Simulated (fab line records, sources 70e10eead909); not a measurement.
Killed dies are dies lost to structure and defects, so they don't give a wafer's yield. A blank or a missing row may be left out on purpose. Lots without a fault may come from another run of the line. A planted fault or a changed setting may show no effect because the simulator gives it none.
fab line records | flow nand_harc | part 1 of 2: steps 1 to 24 of 32
record lots=5 wafers=15 last_day=34
route steps=1302 shown A_CONTACT@1026
lots that met no fault: from a run of the same line without faults
start_h: hours from the record's first day to the start of the lot's first wafer shown | wait_h: hours since the lot's step before | " the same as in the row above | L1.1+2: a row that stands for several wafers | - no value, or no start given | * or withheld: withheld | < > ~ a bound
route shown NAME@n: a module of which the file shows steps, and the number in the route of the first | usual: mean/standard deviation of fault-free wafers | same: alike in all rows | chamber/n: place in a boat | sites: the reading at each site | _std_site: their standard deviation | _edge_site: outer sites' mean less inner sites' | radius_mm: how far each site lies from the wafer's centre | mask NAME#n: copy n | behind: the tool/chamber that last shaped the wafer | hold: why the lot was held/for how many hours/how that ended | device: the transistor (n, p or np) that didn't switch | end of line: the same wafers' tests at the end of the route | a step without rows: its recipe alone | killed: dies lost to structure and defects at the first sort, not the wafer's yield | map: a wafer's dies, x killed, . not, _ none there
set.NAME: the setting as run; set.NAME@STEP: as run at that earlier step | model.NAME: the simulator's own value behind a step, which no gauge read
lots at some steps of the route; a table a step, a row a wafer
services: from which hour (start_h, from the record's first day; less than 0 if before it) a tool's chamber was out of use, for how many hours, and why
## steps
# step NHARC_A_CONTACT_STRIP_56
# recipe time_s=600 temp_c=30 chemistry=post_etch_residue_remover
# columns lot.wafer tool chamber start_h wait_h
L083.2+1+6 wet_bench-06 0,4,5 594.22 -
L088.6+4+1 wet_bench-02 3,4,5 631.28 -
L087.6+4+3 wet_bench-02 1,2,5 635.79 -
L094.3+2+6 wet_bench-06 2,3,5 695.06 -
L097.6+4+2 wet_bench-06 0,2,3 731.33 -
# step NHARC_A_CONTACT_DEP_57
# recipe target_thk_a=53000 temp_c=400 material=aC
# usual throttle_valve_pct=35.000/0.0098
# columns lot.wafer tool chamber start_h wait_h throttle_valve_pct
L083.1 acl_dep-03 0 594.49 - 35.004
L083.2 " 0 " " 34.998
L083.6 " 0 597.14 - 34.993
L088.1 acl_dep-01 0 631.54 - 35.000
L088.4 " 0 633.13 - 35.001
L088.6 " 0 634.19 - 35.002
L087.3 acl_dep-03 0 637.25 - 34.993
L087.4 " 0 " " 35.012
L087.6 " 0 638.89 - 34.998
L094.2 acl_dep-01 0 695.87 - 35.020
L094.3 " 0 " " 35.006
L094.6 " 0 698.07 - 35.007
L097.2 acl_dep-01 0 733.23 - 34.999
L097.4 " 0 734.29 - 34.993
L097.6 " 0 735.36 - 35.008
# step NHARC_A_CONTACT_DEP_58
# recipe target_thk_a=900 target_thk_nm=90 temp_c=400 pressure_torr=3.5 flow_sccm=200 rf_w=350 material=SiON
# usual heater_power_w=781/120 showerhead_vpp_V=1172/57
# columns lot.wafer tool chamber start_h wait_h heater_power_w showerhead_vpp_V
L083.2 pecvd-01 2 597.69 2.1 830 1279
L083.1 " 0 " " 594 1234
L083.6 " 0 " " 606 1222
L088.1 pecvd-02 2 634.80 2.7 962 1241
L088.6 " 0 " " 612 1080
L088.4 " 1 " " 799 1133
L087.4 pecvd-03 2 639.55 1.2 748 1148
L087.3 " 0 " " 692 1164
L087.6 " 2 " " 777 1175
L094.2 pecvd-02 0 698.64 2.2 701 1117
L094.3 " 1 " " 788 1136
L094.6 " 0 " " 703 1125
L097.2 pecvd-01 1 735.97 2.2 1005 1144
L097.4 " 2 " " 745 1256
L097.6 " 1 " " 992 1129
# step NHARC_A_CONTACT_DEHYDRATE_59
# recipe temp_c=150 time_s=120
# columns lot.wafer tool chamber start_h wait_h
L083.1+2+6 litho_track-06 0 597.96 0.2
L088.1+4+6 litho_track-01 0 635.01 0.2
L087.3+4+6 litho_track-04 0 639.82 0.2
L094.2+3+6 litho_track-06 0 698.92 0.2
L097.2+4+6 litho_track-01 0 736.18 0.2
# step NHARC_A_CONTACT_HMDS_60
# recipe time_s=30
# columns lot.wafer tool chamber start_h wait_h
L083.1+2+6 litho_track-06 0 - -
L088.1+4+6 litho_track-01 0 - -
L087.3+4+6 litho_track-04 0 - -
L094.2+3+6 litho_track-06 0 - -
L097.2+4+6 litho_track-01 0 - -
# step NHARC_A_CONTACT_COAT_61
# recipe temp_c=260 time_s=75
# columns lot.wafer tool chamber start_h wait_h
L083.1+2+6 litho_track-06 0 - -
L088.1+4+6 litho_track-01 0 - -
L087.3+4+6 litho_track-04 0 - -
L094.2+3+6 litho_track-06 0 - -
L097.2+4+6 litho_track-01 0 - -
# step NHARC_A_CONTACT_COAT_62
# recipe temp_c=225 time_s=65
# columns lot.wafer tool chamber start_h wait_h
L083.1+2+6 litho_track-06 0 - -
L088.1+4+6 litho_track-01 0 - -
L087.3+4+6 litho_track-04 0 - -
L094.2+3+6 litho_track-06 0 - -
L097.2+4+6 litho_track-01 0 - -
# step NHARC_A_CONTACT_COAT_63
# recipe spin_rpm=1500 resist_thk_nm=90
# columns lot.wafer tool chamber start_h wait_h
L083.1+2+6 litho_track-06 0 - -
L088.1+4+6 litho_track-01 0 - -
L087.3+4+6 litho_track-04 0 - -
L094.2+3+6 litho_track-06 0 - -
L097.2+4+6 litho_track-01 0 - -
# step NHARC_A_CONTACT_SOFTBAKE_64
# recipe temp_c=105 time_s=55
# columns lot.wafer tool chamber start_h wait_h
L083.1+2+6 litho_track-06 0 - -
L088.1+4+6 litho_track-01 0 - -
L087.3+4+6 litho_track-04 0 - -
L094.2+3+6 litho_track-06 0 - -
L097.2+4+6 litho_track-01 0 - -
# step NHARC_A_CONTACT_EBR_65
# columns lot.wafer tool chamber start_h wait_h
L083.1+2+6 litho_track-06 0 - -
L088.1+4+6 litho_track-01 0 - -
L087.3+4+6 litho_track-04 0 - -
L094.2+3+6 litho_track-06 0 - -
L097.2+4+6 litho_track-01 0 - -
# step NHARC_A_CONTACT_EXPOSE_66
# recipe na=1.35 sigma_outer=0.8 dose_mj=59.02 mask_id=A_CC_2
# usual focus_offset_nm=-0.1/0.48
# columns lot.wafer tool chamber start_h wait_h mask focus_offset_nm
L083.1 arfi_scanner-03 0 598.15 - A_CC_2#0 0.0
L083.2 " 0 " " A_CC_2#0 0.4
L083.6 " 0 " " A_CC_2#0 0.1
L088.1 arfi_scanner-01 0 635.19 - A_CC_2#0 -0.2
L088.4 " 0 " " A_CC_2#0 -0.1
L088.6 " 0 " " A_CC_2#0 0.5
L087.3 arfi_scanner-02 0 640.14 - A_CC_2#0 0.7
L087.4 " 0 " " A_CC_2#0 -0.2
L087.6 " 0 " " A_CC_2#0 1.0
L094.2 arfi_scanner-02 0 699.11 - A_CC_2#0 0.0
L094.3 " 0 " " A_CC_2#0 0.4
L094.6 " 0 " " A_CC_2#0 -0.1
L097.2 arfi_scanner-02 0 736.50 - A_CC_2#0 -0.4
L097.4 " 0 " " A_CC_2#0 0.4
L097.6 " 0 " " A_CC_2#0 0.1
# step NHARC_A_CONTACT_PEB_67
# recipe peb_temp_c=100 peb_time_s=65
# same peb_time_s=65
# columns lot.wafer tool chamber start_h wait_h
L083.1+2+6 litho_track-04 0 598.21 0.1
L088.1+4+6 litho_track-06 0 635.25 0.1
L087.3+4+6 litho_track-06 0 640.20 0.1
L094.2+3+6 litho_track-01 0 699.17 0.1
L097.2+4+6 litho_track-04 0 736.56 0.1
# step NHARC_A_CONTACT_DEVELOP_68
# recipe develop_time_s=35 dev_temp_c=23
# usual developer_temp_C=23.01/0.1
# same develop_time_s=35
# columns lot.wafer tool chamber start_h wait_h developer_temp_C
L083.1 litho_track-04 0 - - 23.06
L083.2 " 0 " " 22.99
L083.6 " 0 " " 23.11
L088.1 litho_track-06 0 - - 23.01
L088.4 " 0 " " 23.09
L088.6 " 0 " " 23.10
L087.3 litho_track-06 0 - - 22.93
L087.4 " 0 " " 23.00
L087.6 " 0 " " 22.89
L094.2 litho_track-01 0 - - 23.05
L094.3 " 0 " " 22.94
L094.6 " 0 " " 22.86
L097.2 litho_track-04 0 - - 23.10
L097.4 " 0 " " 23.05
L097.6 " 0 " " 22.98
# step NHARC_A_CONTACT_CD_MEAS_69
# recipe target_cd_nm=300 landing_energy_ev=500
# usual cd_nm=300.1/0.61
# columns lot.wafer tool chamber start_h wait_h cd_nm
L083.1 cd_sem-03 0 598.29 - 300.2
L083.2 " 0 " " 299.3
L083.6 " 0 " " 300.4
L088.1 cd_sem-02 0 635.33 - 299.5
L088.4 " 0 " " 300.5
L088.6 " 0 " " 299.4
L087.3 cd_sem-03 0 640.28 - 299.6
L087.4 " 0 " " 300.0
L087.6 " 0 " " 300.3
L094.2 cd_sem-03 0 699.25 - 300.5
L094.3 " 0 " " 300.8
L094.6 " 0 " " 299.6
L097.2 cd_sem-03 0 736.64 - 299.6
L097.4 " 0 " " 299.1
L097.6 " 0 " " 299.3
# step NHARC_A_CONTACT_OVL_MEAS_70
# usual overlay_x_nm=0.3/1 overlay_y_nm=-0.2/0.95
# columns lot.wafer tool chamber start_h wait_h overlay_x_nm overlay_y_nm
L083.1 overlay-02 - 598.38 - 0.4 -0.3
L083.2 " - " " 1.0 -0.1
L083.6 " - " " 0.9 0.0
L088.1 overlay-02 - 635.42 - 0.2 0.4
L088.4 " - " " 1.1 0.2
L088.6 " - " " -0.2 0.2
L087.3 overlay-02 - 640.36 - 1.3 -0.2
L087.4 " - " " 0.7 0.1
L087.6 " - " " 0.0 -0.8
L094.2 overlay-02 - 699.34 - 0.2 0.0
L094.3 " - " " 0.6 0.2
L094.6 " - " " 0.5 0.4
L097.2 overlay-01 - 736.73 - 0.0 1.6
L097.4 " - " " 0.1 1.2
L097.6 " - " " -0.1 1.4
# step NHARC_A_CONTACT_INSPECT_71
# usual raw_defect_count=81/38
# columns lot.wafer tool chamber start_h wait_h raw_defect_count
L083.1 defect_inspect-02 - 598.41 0.0 133
L083.2 " - " " 128
L083.6 " - " " 128
L088.1 defect_inspect-02 - 635.46 0.0 85
L088.4 " - " " 89
L088.6 " - " " 93
L087.3 defect_inspect-02 - 640.40 0.0 33
L087.4 " - " " 34
L087.6 " - " " 28
L094.2 defect_inspect-01 - 699.37 0.0 80
L094.3 " - " " 88
L094.6 " - " " 79
L097.2 defect_inspect-02 - 736.77 0.0 140
L097.4 " - " " 115
L097.6 " - " " 151
# step NHARC_A_CONTACT_DESCUM_74
# recipe time_s=3 o2_flow_sccm=200 ar_flow_sccm=0 bias_power_w=0 chemistry=O2
# usual drypump_motor_current_A=5.6/0.44 oes_product_au=0.997/0.011 rf_vpp_V=57.9/1 showerhead_plenum_p_Torr=1.95/0.094 throttle_valve_pct=11.311/0.0089
# columns lot.wafer tool chamber start_h wait_h drypump_motor_current_A oes_product_au rf_hours_counter_h rf_vpp_V showerhead_plenum_p_Torr throttle_valve_pct
L083.1 rie_diel-01 3 598.47 0.1 4.9 0.979 8 59.1 1.80 11.317
L083.2 " 1 " " 6.1 0.987 12 57.7 1.87 11.322
L083.6 " 0 " " 5.1 1.011 - 58.4 2.01 11.321
L088.1 rie_diel-07 1 635.63 0.2 5.4 1.003 47 56.8 1.76 11.313
L088.4 " 2 " " 5.9 1.006 56 57.5 1.95 11.305
L088.6 " 1 " " 5.4 1.011 - 57.5 1.76 11.312
L087.3 rie_diel-12 2 640.47 0.1 5.1 1.003 0 57.4 1.78 11.318
L087.4 " 3 " " 6.3 1.012 0 57.6 2.00 11.320
L087.6 " 2 " " 5.1 1.004 - 56.7 1.78 11.319
L094.2 rie_diel-12 3 699.43 0.1 6.3 0.998 9 58.2 1.99 11.319
L094.3 " 1 " " 5.9 0.985 12 58.4 2.01 11.309
L094.6 " 0 " " 5.4 0.997 - 58.3 1.98 11.307
L097.4 rie_diel-12 1 736.83 0.1 5.9 0.986 19 57.3 2.01 11.310
L097.2 " 3 " " 6.3 1.002 16 57.6 1.99 11.316
L097.6 " 1 " " 5.9 0.992 - 58.2 2.01 11.303
# step NHARC_A_CONTACT_ETCH_75
# recipe target_depth_a=390 over_etch_frac=0.3 time_s=65 ion_energy_ev=80 cf4_flow_sccm=150 ar_flow_sccm=0 rf_w=300 bias_w=100 chemistry=CF4
# usual bias_w=100.02/0.29 drypump_motor_current_A=5.6/0.46 oes_product_au=1.000/0.011 rf_vpp_V=151.5/1.2 showerhead_plenum_p_Torr=1.79/0.082 throttle_valve_pct=13.282/0.01
# columns lot.wafer tool chamber start_h wait_h bias_w drypump_motor_current_A oes_product_au rf_hours_counter_h rf_vpp_V showerhead_plenum_p_Torr throttle_valve_pct
L083.1 rie_diel-01 0 598.57 0.1 99.78 5.1 1.005 11 151.6 1.86 13.295
L083.2 " 2 " " 100.37 5.4 0.977 8 152.3 1.91 13.302
L083.6 " 0 " " 99.97 5.1 1.011 - 153.3 1.86 13.274
L088.1 rie_diel-07 2 635.83 0.2 99.86 5.9 0.998 56 152.3 1.80 13.288
L088.4 " 3 " " 100.40 5.8 1.016 53 153.2 1.84 13.283
L088.6 " 1 " " 100.04 5.4 1.005 - 149.3 1.64 13.309
L087.4 rie_diel-12 2 640.55 0.1 100.33 5.1 1.004 0 150.3 1.66 13.294
L087.3 " 3 " " 100.05 6.3 1.016 0 152.9 1.84 13.282
L087.6 " 1 " " 99.85 5.9 0.989 - 151.1 1.85 13.280
L094.2 rie_diel-12 0 699.54 0.1 99.82 5.3 1.010 11 151.7 1.83 13.296
L094.3 " 3 " " 100.35 6.3 1.008 9 151.3 1.84 13.299
L094.6 " 1 " " 100.01 5.9 0.983 - 152.5 1.85 13.288
L097.2 rie_diel-12 2 736.92 0.1 99.88 5.1 1.007 17 150.0 1.65 13.284
L097.4 " 1 " " 100.22 5.9 0.990 19 153.0 1.85 13.278
L097.6 " 2 " " 100.20 5.0 1.002 - 151.4 1.65 13.278
# step NHARC_A_CONTACT_ETCH_76
# recipe target_depth_a=2600 over_etch_frac=0.3 time_s=475.3 ion_energy_ev=200 n2_flow_sccm=150 h2_flow_sccm=150 ar_flow_sccm=0 rf_w=400 bias_w=150 chemistry=N2/H2
# usual bias_w=150.0/0.45 drypump_motor_current_A=5.6/0.45 oes_product_au=0.999/0.013 rf_vpp_V=431.5/2.9 showerhead_plenum_p_Torr=2.08/0.1 throttle_valve_pct=14.172/0.0094
# columns lot.wafer tool chamber start_h wait_h bias_w drypump_motor_current_A oes_product_au rf_hours_counter_h rf_vpp_V showerhead_plenum_p_Torr throttle_valve_pct
L083.2 rie_diel-01 0 - - 150.3 5.1 1.019 11 434.3 2.15 14.178
L083.1 " 1 " " 150.2 6.1 1.010 12 429.3 1.99 14.169
L083.6 " 3 " " 150.9 4.9 0.970 - 428.7 1.92 14.154
L088.4 rie_diel-07 3 - - 150.0 5.8 1.009 53 433.0 2.13 14.170
L088.1 " 1 " " 150.6 5.4 1.007 48 425.9 1.87 14.181
L088.6 " 3 " " 150.0 5.8 1.013 - 432.5 2.13 14.156
L087.3 rie_diel-12 1 - - 149.6 5.9 0.984 0 434.1 2.15 14.170
L087.4 " 2 " " 150.3 5.1 1.009 0 426.1 1.90 14.191
L087.6 " 0 " " 150.5 5.3 0.986 - 434.3 2.12 14.175
L094.3 rie_diel-12 1 - - 149.1 5.9 0.997 12 433.5 2.14 14.169
L094.2 " 3 " " 150.0 6.3 0.994 9 433.4 2.13 14.167
L094.6 " 0 " " 150.3 5.3 1.008 - 431.2 2.11 14.182
L097.4 rie_diel-12 2 - - 150.3 5.1 1.005 17 425.6 1.89 14.164
L097.2 " 3 " " 151.5 6.3 0.999 16 433.4 2.12 14.156
L097.6 " 1 " " 149.8 5.9 1.003 - 433.0 2.14 14.165
# step NHARC_A_CONTACT_ETCH_77
# recipe target_depth_a=1089 time_s=54.5 cf4_flow_sccm=100 chf3_flow_sccm=30 ar_flow_sccm=0 rf_w=500 bias_w=200 chemistry=CF4/CHF3
# usual bias_w=200.1/0.61 drypump_motor_current_A=5.6/0.44 oes_product_au=0.937/0.021 rf_vpp_V=371.4/2.5 showerhead_plenum_p_Torr=1.60/0.072 throttle_valve_pct=16.800/0.0096
# columns lot.wafer tool chamber start_h wait_h bias_w drypump_motor_current_A oes_product_au rf_hours_counter_h rf_vpp_V showerhead_plenum_p_Torr throttle_valve_pct
L083.1 rie_diel-01 1 - - 200.3 6.1 0.970 12 369.4 1.54 16.790
L083.2 " 0 " " 200.9 5.1 0.965 12 372.5 1.65 16.820
L083.6 " 1 " " 200.1 6.0 0.976 - 369.9 1.54 16.794
L088.4 rie_diel-07 3 - - 199.5 5.8 0.939 54 373.8 1.64 16.807
L088.1 " 0 " " 200.6 5.9 0.897 56 373.2 1.66 16.821
L088.6 " 2 " " 199.9 5.9 0.917 - 371.1 1.60 16.811
L087.3 rie_diel-07 3 641.08 - 200.0 5.8 0.946 56 372.5 1.64 16.817
L087.4 " 0 " " 200.7 5.9 0.905 58 371.9 1.66 16.808
L087.6 " 3 " " 200.4 5.8 0.939 - 374.0 1.64 16.794
L094.2 rie_diel-12 0 - - 200.9 5.3 0.934 11 370.8 1.63 16.802
L094.3 " 3 " " 200.1 6.3 0.930 9 372.1 1.64 16.780
L094.6 " 0 " " 200.1 5.3 0.927 - 371.7 1.63 16.794
L097.2 rie_diel-12 0 - - 200.2 5.3 0.932 18 371.8 1.62 16.781
L097.4 " 2 " " 200.7 5.1 0.927 17 368.2 1.47 16.801
L097.6 " 0 " " 199.7 5.3 0.920 - 372.3 1.62 16.812
# step NHARC_A_CONTACT_ETCH_78
# recipe target_depth_a=53000 over_etch_frac=0.3 time_s=1378 ion_energy_ev=150 o2_flow_sccm=400 cos_flow_sccm=20 ar_flow_sccm=0 rf_w=500 bias_w=300 chemistry=O2/COS
# usual bias_w=300.1/0.91 cos_flow_sccm=19.99/0.056 drypump_motor_current_A=5.6/0.45 oes_product_au=1.001/0.013 rf_vpp_V=314.9/2.2 showerhead_plenum_p_Torr=3.17/0.15 throttle_valve_pct=28.330/0.0092
# columns lot.wafer tool chamber start_h wait_h bias_w cos_flow_sccm drypump_motor_current_A oes_product_au rf_hours_counter_h rf_vpp_V showerhead_plenum_p_Torr throttle_valve_pct
L083.1 rie_diel-01 0 - - 300.8 20.02 5.1 1.014 12 316.6 3.28 28.310
L083.2 " 1 " " 299.8 20.06 6.1 1.006 12 313.2 3.05 28.338
L083.6 " 3 " " 299.5 20.05 5.0 0.981 - 312.1 2.95 28.323
L088.4 rie_diel-07 2 - - 299.7 19.92 5.9 1.003 57 314.2 3.18 28.335
L088.1 " 3 " " 299.0 19.99 5.8 1.017 54 316.6 3.25 28.329
L088.6 " 2 " " 300.1 19.94 5.9 1.012 - 315.2 3.18 28.321
L087.3 rie_diel-07 3 - - 300.0 19.88 5.8 1.019 56 315.9 3.25 28.332
L087.4 " 1 " " 300.7 20.02 5.4 1.009 50 310.6 2.89 28.336
L087.6 " 2 " " 300.6 20.00 5.9 1.002 - 314.8 3.18 28.337
L094.2 rie_diel-12 1 - - 300.5 20.07 5.9 0.995 13 317.0 3.27 28.333
L094.3 " 3 " " 300.1 20.05 6.3 1.001 9 315.6 3.25 28.320
L094.6 " 3 " " 301.5 19.97 6.3 1.012 - 315.5 3.25 28.321
L097.4 rie_diel-12 3 - - 299.0 19.99 6.3 0.998 16 315.1 3.24 28.338
L097.2 " 0 " " 301.1 19.95 5.3 1.011 18 316.0 3.22 28.338
L097.6 " 2 " " 300.9 19.97 5.1 1.001 - 311.9 2.91 28.331
# step NHARC_A_CONTACT_ETCH_124
# recipe source_w=withheld pressure_mtorr=20 bias_v=withheld time_s=140 target_depth_a=7000 ar_flow_sccm=withheld c4f8_flow_sccm=withheld o2_flow_sccm=withheld chemistry=C4F8/O2/Ar
# columns lot.wafer tool chamber start_h wait_h rf_hours_counter_h
L083.2 har_cap_etch-03 1 600.20 - 56
L083.1 " 0 " " 56
L083.6 " 1 " " -
L088.1 har_cap_etch-01 1 637.75 - 21
L088.4 " 0 " " -
L088.6 " 1 " " -
L087.4 har_cap_etch-03 1 642.16 - -
L087.3 " 0 " " -
L087.6 " 0 " " -
L094.2 har_cap_etch-01 1 701.28 - 34
L094.3 " 1 " " -
L094.6 " 1 " " -
L097.2 har_cap_etch-03 1 738.38 - 82
L097.4 " 0 " " -
L097.6 " 0 " " -
# step NHARC_A_CONTACT_ETCH_125
# recipe source_w=withheld pressure_mtorr=20 bias_v=3000 time_s=197 target_depth_a=19180 ar_flow_sccm=withheld c4f8_flow_sccm=withheld o2_flow_sccm=withheld chemistry=C4F8/O2/Ar
# columns lot.wafer tool chamber start_h wait_h rf_hours_counter_h
L083.2 har_cap_etch-03 1 600.46 0.2 56
L083.1 " 0 " " 56
L083.6 " 1 " " -
L088.1 har_cap_etch-01 1 638.01 0.2 21
L088.4 " 0 " " -
L088.6 " 1 " " -
L087.4 har_cap_etch-03 1 642.35 0.2 -
L087.3 " 0 " " -
L087.6 " 0 " " -
L094.2 har_cap_etch-01 1 701.48 0.2 34
L094.3 " 1 " " -
L094.6 " 1 " " -
L097.2 har_cap_etch-03 1 738.58 0.2 82
L097.4 " 0 " " -
L097.6 " 0 " " -
# step NHARC_A_CONTACT_ETCH_126
# recipe source_w=withheld pressure_mtorr=20 bias_v=3000 time_s=197 target_depth_a=19180 ar_flow_sccm=withheld c4f8_flow_sccm=withheld o2_flow_sccm=withheld chemistry=C4F8/O2/Ar
# columns lot.wafer tool chamber start_h wait_h rf_hours_counter_h
L083.2 har_cap_etch-03 1 600.70 0.2 56
L083.1 " 0 " " 56
L083.6 " 1 " " -
L088.1 har_cap_etch-01 1 638.25 0.2 21
L088.4 " 0 " " -
L088.6 " 1 " " -
L087.4 har_cap_etch-03 1 642.52 0.1 -
L087.3 " 0 " " -
L087.6 " 0 " " -
L094.2 har_cap_etch-01 1 701.65 0.1 34
L094.3 " 1 " " -
L094.6 " 1 " " -
L097.2 har_cap_etch-03 1 738.76 0.1 82
L097.4 " 0 " " -
L097.6 " 0 " " -
